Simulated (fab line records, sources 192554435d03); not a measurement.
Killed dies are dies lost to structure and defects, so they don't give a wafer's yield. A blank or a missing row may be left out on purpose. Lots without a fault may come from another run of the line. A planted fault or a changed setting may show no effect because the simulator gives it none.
Which tool did it? | flow n5_finfet | 24 lots, 72 wafers sampled, at 5 steps of a route of 1938

WHAT THE GAUGES READ, wafer by wafer
N5_MOL_CONTACT_COAG_INSPECT_57: inspects for defects (brightfield). Usual: raw_defect_count 200, standard deviation 56.
lot  | measured     | on                | raw_defect_count | flag
L075 | day 5 19:22  | defect_inspect-01 | 369 269 333      |
L074 | day 5 19:53  | defect_inspect-01 | 243 154 165      |
L076 | day 5 20:50  | defect_inspect-02 | 156 234 176      |
L078 | day 5 23:37  | defect_inspect-01 | 172 180 202      |
L077 | day 6 06:02  | defect_inspect-01 | 164 153 212      |
L080 | day 6 16:04  | defect_inspect-02 | 200 209 228      |
L079 | day 6 17:32  | defect_inspect-02 | 406 225 186      |
L081 | day 6 18:44  | defect_inspect-02 | 150 183 251      |
L082 | day 7 04:42  | defect_inspect-01 | 270 256 265      |
L083 | day 7 07:56  | defect_inspect-02 | 179 137 118      |
L084 | day 7 13:50  | defect_inspect-02 | 179 86 133       |
L085 | day 7 22:46  | defect_inspect-01 | 306 270 128      |
L086 | day 8 04:55  | defect_inspect-01 | 189 154 113      |
L087 | day 8 07:59  | defect_inspect-02 | 324 163 258      |
L088 | day 8 21:04  | defect_inspect-02 | 143 228 197      |
L089 | day 9 00:35  | defect_inspect-02 | 168 194 157      |
L090 | day 9 06:26  | defect_inspect-01 | 200 158 149      |
L091 | day 9 06:50  | defect_inspect-02 | 304 195 262      |
L092 | day 9 14:35  | defect_inspect-01 | 201 145 202      |
L093 | day 9 22:08  | defect_inspect-01 | 181 198 255      |
L094 | day 10 03:07 | defect_inspect-02 | 144 196 192      |
L095 | day 10 08:30 | defect_inspect-01 | 258 95 185       |
L096 | day 10 17:25 | defect_inspect-01 | 211 178 155      |
L097 | day 10 20:35 | defect_inspect-01 | 150 155 190      |

N5_MOL_CONTACT_COAG_CD_MEAS_101: target cd 16 nm. Usual: cd_nm 15.9 nm, standard deviation 0.31.
lot  | measured     | on        | cd_nm (nm)     | flag
L075 | day 5 22:20  | cd_sem-03 | 15.8 16.2 16.5 |
L074 | day 5 22:29  | cd_sem-02 | 15.5 15.7 15.9 |
L076 | day 5 23:24  | cd_sem-03 | 16.5 16.1 16.4 |
L078 | day 6 02:26  | cd_sem-02 | 15.7 16.0 15.8 |
L077 | day 6 08:16  | cd_sem-02 | 16.0 16.4 15.6 |
L080 | day 6 18:20  | cd_sem-01 | 15.6 16.2 16.6 |
L079 | day 6 19:52  | cd_sem-03 | 16.2 15.9 15.5 |
L081 | day 6 21:50  | cd_sem-01 | 16.1 15.9 15.6 |
L082 | day 7 07:05  | cd_sem-02 | 16.4 16.2 15.7 |
L083 | day 7 10:38  | cd_sem-02 | 15.8 16.1 16.2 |
L084 | day 7 16:01  | cd_sem-02 | 15.9 16.1 15.6 |
L085 | day 8 00:54  | cd_sem-01 | 15.9 16.4 16.2 |
L086 | day 8 07:16  | cd_sem-02 | 16.1 16.0 15.9 |
L087 | day 8 10:35  | cd_sem-01 | 15.5 15.9 15.9 |
L088 | day 8 23:59  | cd_sem-02 | 16.0 16.4 16.0 |
L089 | day 9 03:13  | cd_sem-02 | 15.9 15.9 16.2 |
L090 | day 9 08:32  | cd_sem-01 | 15.7 15.0 15.9 |
L091 | day 9 09:00  | cd_sem-03 | 16.4 15.2 16.3 |
L092 | day 9 17:14  | cd_sem-01 | 15.7 16.5 16.4 |
L093 | day 10 00:48 | cd_sem-03 | 15.8 15.5 16.0 |
L094 | day 10 05:21 | cd_sem-02 | 15.8 15.7 15.6 |
L095 | day 10 10:39 | cd_sem-02 | 15.3 15.1 16.0 |
L096 | day 10 19:59 | cd_sem-03 | 16.6 15.7 15.8 |
L097 | day 10 22:52 | cd_sem-03 | 15.8 15.6 16.3 |

WHICH TOOL RAN EACH LOT (tool, then ch and the chambers of the sampled wafers, then the start)
lot  | N5_MOL_CONTACT_COAG_ETCH_89        | N5_MOL_CONTACT_COAG_ETCHBACK_135   | N5_MOL_CONTACT_COAG_STRIP_49
L075 | rie_diel-05 ch 0,1,3, day 5 19:40  | rie_diel-05 ch 1,3, day 5 20:16    | plasma_asher-01 ch 0,1, day 5 22:09
L074 | rie_diel-03 ch 0,1,2, day 5 20:18  | rie_diel-05 ch 0,3, day 5 20:42    | plasma_asher-01 ch 0,1, day 5 22:20
L076 | rie_diel-03 ch 0,1, day 5 20:58    | rie_diel-03 ch 0,1,3, day 5 21:22  | plasma_asher-01 ch 0,1, day 5 23:14
L078 | rie_diel-03 ch 0,1,3, day 5 23:41  | rie_diel-01 ch 1,3, day 6 00:05    | plasma_asher-02 ch 0,1, day 6 02:15
L077 | rie_diel-01 ch 0,1,3, day 6 06:06  | rie_diel-01 ch 0,1, day 6 06:30    | plasma_asher-02 ch 0,1, day 6 08:08
L080 | rie_diel-03 ch 0,3, day 6 16:17    | rie_diel-03 ch 1,3, day 6 16:43    | plasma_asher-01 ch 0,1, day 6 18:11
L079 | rie_diel-01 ch 1,2, day 6 17:36    | rie_diel-05 ch 0,1, day 6 18:01    | plasma_asher-01 ch 0, day 6 19:43
L081 | rie_diel-05 ch 1,2, day 6 18:48    | rie_diel-01 ch 0,2,3, day 6 19:19  | plasma_asher-02 ch 0,1, day 6 21:41
L082 | rie_diel-03 ch 0,1,3, day 7 04:53  | rie_diel-01 ch 0,1,3, day 7 05:18  | plasma_asher-02 ch 0,1, day 7 06:56
L083 | rie_diel-03 ch 1,2,3, day 7 08:20  | rie_diel-05 ch 0,1,2, day 7 08:47  | plasma_asher-02 ch 0,1, day 7 10:29
L084 | rie_diel-03 ch 1,3, day 7 13:55    | rie_diel-05 ch 0,2, day 7 14:23    | plasma_asher-01 ch 0,1, day 7 15:52
L085 | rie_diel-03 ch 0,1,2, day 7 22:51  | rie_diel-01 ch 0,1,2, day 7 23:16  | plasma_asher-01 ch 0,1, day 8 00:45
L086 | rie_diel-05 ch 0,1, day 8 05:01    | rie_diel-03 ch 0,3, day 8 05:35    | plasma_asher-02 ch 0,1, day 8 07:07
L087 | rie_diel-01 ch 0,1,3, day 8 08:04  | rie_diel-05 ch 1,2,3, day 8 08:28  | plasma_asher-02 ch 0,1, day 8 10:26
L088 | rie_diel-01 ch 0,2,3, day 8 21:08  | rie_diel-01 ch 1,2,3, day 8 21:32  | plasma_asher-02 ch 0,1, day 8 23:50
L089 | rie_diel-05 ch 1,3, day 9 00:40    | rie_diel-01 ch 0,1,3, day 9 01:04  | plasma_asher-02 ch 0,1, day 9 03:04
L090 | rie_diel-03 ch 0,1,2, day 9 06:30  | rie_diel-03 ch 0,1, day 9 06:55    | plasma_asher-02 ch 0,1, day 9 08:23
L091 | rie_diel-01 ch 2,3, day 9 06:54    | rie_diel-03 ch 0,1, day 9 07:22    | plasma_asher-02 ch 0,1, day 9 08:51
L092 | rie_diel-05 ch 0,1,3, day 9 14:40  | rie_diel-03 ch 0,2,3, day 9 15:29  | plasma_asher-01 ch 0,1, day 9 17:05
L093 | rie_diel-01 ch 1,2,3, day 9 22:13  | rie_diel-03 ch 1,2,3, day 9 22:42  | plasma_asher-02 ch 0,1, day 10 00:40
L094 | rie_diel-05 ch 0,1,3, day 10 03:11 | rie_diel-03 ch 0,1,2, day 10 03:35 | plasma_asher-02 ch 0,1, day 10 05:12
L095 | rie_diel-05 ch 0,1, day 10 08:34   | rie_diel-05 ch 1,2, day 10 08:59   | plasma_asher-01 ch 0,1, day 10 10:28
L096 | rie_diel-05 ch 0,3, day 10 17:29   | rie_diel-05 ch 0,3, day 10 17:53   | plasma_asher-01 ch 0,1, day 10 19:49
L097 | rie_diel-03 ch 0,1,2, day 10 20:40 | rie_diel-01 ch 0,1,3, day 10 21:04 | plasma_asher-01 ch 0,1, day 10 22:43
- N5_MOL_CONTACT_COAG_ETCH_89: etches underlayer in N2/H2, target depth 13 nm, time 10.4 s.
- N5_MOL_CONTACT_COAG_ETCHBACK_135: etches SiO2 in CHF3, target depth 25 nm, time 16.7 s.
- N5_MOL_CONTACT_COAG_STRIP_49: strips in N2/H2, time 30 s.

WHAT THE TOOLS THEMSELVES READ (means of the sampled wafers that have a number; where no wafer has one, the mark that the record gives instead)
N5_MOL_CONTACT_COAG_ETCH_89. Usual: drypump_motor_current_A 6.0 A, standard deviation 0.49; etch_rf_on_time_s 10.35 s, standard deviation 0.21; oes_product_au 0.70 a.u., standard deviation 0.064; rf_vpp_V 523.7 V, standard deviation 2.3; showerhead_plenum_p_Torr 2.53 Torr, standard deviation 0.083; throttle_valve_pct 17.80 %, standard deviation 0.27.
lot  | tool        | drypump_motor_current_A (A) | etch_rf_on_time_s (s) | oes_product_au (a.u.) | rf_vpp_V (V) | showerhead_plenum_p_Torr (Torr) | throttle_valve_pct (%) | flag
L075 | rie_diel-05 | 5.7                         | 10.36                 | 0.64                  | 523.9        | 2.52                            | 17.80                  |
L074 | rie_diel-03 | 6.4                         | 10.30                 | 0.75                  | 523.5        | 2.56                            | 17.79                  |
L076 | rie_diel-03 | 6.2                         | 10.54                 | 0.74                  | 523.4        | 2.52                            | 17.84                  |
L078 | rie_diel-03 | 6.0                         | 10.55                 | 0.70                  | 525.2        | 2.57                            | 17.98                  |
L077 | rie_diel-01 | 5.9                         | 10.34                 | 0.69                  | 520.8        | 2.42                            | 17.62                  |
L080 | rie_diel-03 | 5.7                         | 10.41                 | 0.64                  | 525.8        | 2.57                            | 18.26                  |
L079 | rie_diel-01 | 6.1                         | 10.27                 | 0.69                  | 524.0        | 2.54                            | 17.70                  |
L081 | rie_diel-05 | 5.8                         | 10.13                 | 0.72                  | 526.1        | 2.59                            | 17.83                  |
L082 | rie_diel-03 | 6.0                         | 10.48                 | 0.69                  | 524.7        | 2.56                            | 18.00                  |
L083 | rie_diel-03 | 6.3                         | 10.26                 | 0.70                  | 525.2        | 2.60                            | 17.95                  |
L084 | rie_diel-03 | 5.9                         | 10.41                 | 0.64                  | 525.7        | 2.61                            | 18.12                  |
L085 | rie_diel-03 | 6.4                         | 10.31                 | 0.73                  | 524.1        | 2.55                            | 17.83                  |
L086 | rie_diel-05 | 5.9                         | 10.33                 | 0.77                  | 523.3        | 2.51                            | 17.61                  |
L087 | rie_diel-01 | 5.9                         | 10.34                 | 0.68                  | 520.6        | 2.42                            | 17.65                  |
L088 | rie_diel-01 | 5.6                         | 10.49                 | 0.63                  | 521.8        | 2.46                            | 17.78                  |
L089 | rie_diel-05 | 6.0                         | 10.44                 | 0.78                  | 523.5        | 2.48                            | 17.50                  |
L090 | rie_diel-03 | 6.4                         | 10.42                 | 0.72                  | 524.4        | 2.55                            | 17.85                  |
L091 | rie_diel-01 | 5.2                         | 10.33                 | 0.63                  | 521.3        | 2.42                            | 17.69                  |
L092 | rie_diel-05 | 5.7                         | 10.38                 | 0.76                  | 522.5        | 2.51                            | 17.55                  |
L093 | rie_diel-01 | 5.7                         | 10.35                 | 0.64                  | 521.4        | 2.47                            | 17.72                  |
L094 | rie_diel-05 | 5.7                         | 10.36                 | 0.75                  | 523.8        | 2.51                            | 17.56                  |
L095 | rie_diel-05 | 5.9                         | 10.41                 | 0.74                  | 523.1        | 2.50                            | 17.64                  |
L096 | rie_diel-05 | 5.4                         | 10.42                 | 0.73                  | 524.1        | 2.54                            | 17.60                  |
L097 | rie_diel-03 | 6.4                         | 10.46                 | 0.70                  | 523.0        | 2.54                            | 17.86                  |

N5_MOL_CONTACT_COAG_ETCHBACK_135. Usual: drypump_motor_current_A 5.9 A, standard deviation 0.48; oes_ar_750_au 0.81 a.u., standard deviation 0.075; oes_product_au 0.80 a.u., standard deviation 0.076; rf_vpp_V 519 V, standard deviation 9.6; showerhead_plenum_p_Torr 2.37 Torr, standard deviation 0.084; throttle_valve_pct 18.72 %, standard deviation 0.25.
lot  | tool        | drypump_motor_current_A (A) | oes_ar_750_au (a.u.) | oes_product_au (a.u.) | rf_vpp_V (V) | showerhead_plenum_p_Torr (Torr) | throttle_valve_pct (%) | flag
L075 | rie_diel-05 | 5.8                         | 0.68                 | 0.67                  | 521          | 2.35                            | 18.83                  |
L074 | rie_diel-05 | 5.5                         | 0.75                 | 0.74                  | 518          | 2.38                            | 18.73                  |
L076 | rie_diel-03 | 6.0                         | 0.82                 | 0.81                  | 524          | 2.41                            | 18.82                  |
L078 | rie_diel-01 | 5.6                         | 0.81                 | 0.81                  | 516          | 2.24                            | 18.42                  |
L077 | rie_diel-01 | 6.4                         | 0.84                 | 0.84                  | 511          | 2.32                            | 18.47                  |
L080 | rie_diel-03 | 5.9                         | 0.76                 | 0.76                  | 529          | 2.45                            | 19.02                  |
L079 | rie_diel-05 | 5.6                         | 0.91                 | 0.90                  | 515          | 2.41                            | 18.64                  |
L081 | rie_diel-01 | 5.6                         | 0.76                 | 0.75                  | 521          | 2.32                            | 18.72                  |
L082 | rie_diel-01 | 5.9                         | 0.80                 | 0.80                  | 512          | 2.27                            | 18.55                  |
L083 | rie_diel-05 | 5.7                         | 0.86                 | 0.86                  | 519          | 2.41                            | 18.68                  |
L084 | rie_diel-05 | 5.5                         | 0.80                 | 0.80                  | 522          | 2.45                            | 18.77                  |
L085 | rie_diel-01 | 6.1                         | 0.78                 | 0.78                  | 518          | 2.36                            | 18.68                  |
L086 | rie_diel-03 | 5.9                         | 0.79                 | 0.78                  | 528          | 2.36                            | 18.93                  |
L087 | rie_diel-05 | 5.8                         | 0.88                 | 0.88                  | 522          | 2.38                            | 18.58                  |
L088 | rie_diel-01 | 5.6                         | 0.77                 | 0.77                  | 523          | 2.32                            | 18.58                  |
L089 | rie_diel-01 | 5.9                         | 0.78                 | 0.78                  | 513          | 2.26                            | 18.58                  |
L090 | rie_diel-03 | 6.2                         | 0.84                 | 0.83                  | 520          | 2.35                            | 18.69                  |
L091 | rie_diel-03 | 6.2                         | 0.84                 | 0.83                  | 519          | 2.35                            | 18.70                  |
L092 | rie_diel-03 | 6.1                         | 0.78                 | 0.77                  | 522          | 2.40                            | 19.02                  |
L093 | rie_diel-03 | 6.2                         | 0.79                 | 0.79                  | 519          | 2.43                            | 18.94                  |
L094 | rie_diel-03 | 6.4                         | 0.84                 | 0.83                  | 514          | 2.39                            | 18.76                  |
L095 | rie_diel-05 | 5.8                         | 0.79                 | 0.79                  | 524          | 2.41                            | 18.76                  |
L096 | rie_diel-05 | 5.5                         | 0.88                 | 0.87                  | 518          | 2.37                            | 18.51                  |
L097 | rie_diel-01 | 5.9                         | 0.77                 | 0.77                  | 513          | 2.26                            | 18.59                  |

N5_MOL_CONTACT_COAG_STRIP_49. Usual: drypump_motor_current_A 5.9 A, standard deviation 0.32; heater_power_w 329 W, standard deviation 33.
lot  | tool            | drypump_motor_current_A (A) | heater_power_w (W) | flag
L075 | plasma_asher-01 | 6.3                         | 358                |
L074 | plasma_asher-01 | 6.2                         | 355                |
L076 | plasma_asher-01 | 6.3                         | 352                |
L078 | plasma_asher-02 | 5.6                         | 319                |
L077 | plasma_asher-02 | 5.6                         | 297                |
L080 | plasma_asher-01 | 6.2                         | 352                |
L079 | plasma_asher-01 | 6.1                         | 346                |
L081 | plasma_asher-02 | 5.6                         | 296                |
L082 | plasma_asher-02 | 5.6                         | 317                |
L083 | plasma_asher-02 | 5.6                         | 320                |
L084 | plasma_asher-01 | 6.2                         | 354                |
L085 | plasma_asher-01 | 6.2                         | 351                |
L086 | plasma_asher-02 | 5.7                         | 300                |
L087 | plasma_asher-02 | 5.6                         | 300                |
L088 | plasma_asher-02 | 5.6                         | 322                |
L089 | plasma_asher-02 | 5.6                         | 298                |
L090 | plasma_asher-02 | 5.6                         | 302                |
L091 | plasma_asher-02 | 5.6                         | 300                |
L092 | plasma_asher-01 | 6.2                         | 352                |
L093 | plasma_asher-02 | 5.6                         | 316                |
L094 | plasma_asher-02 | 5.6                         | 317                |
L095 | plasma_asher-01 | 6.2                         | 349                |
L096 | plasma_asher-01 | 6.2                         | 352                |
L097 | plasma_asher-01 | 6.2                         | 349                |

THE ANSWER, worked out from the rows above alone
Rule: a lot is off if the mean of its wafers that have a number lies more than 3 standard deviations from the usual mean. A lot without any number at a reading at which 4 lots or more have one is off too. The other lots that the step has rows for count as sound. The gauges are gone through in route order, then the tools' own readings, and for those a lot's mean is taken as printed above. The first step at which some lot is off is used, and at that step the reading that is off furthest; a lot without a number counts as furthest.
No lot is off at any reading shown: from this, nothing can be told.

WHAT THE SIMULATOR HAD PUT IN
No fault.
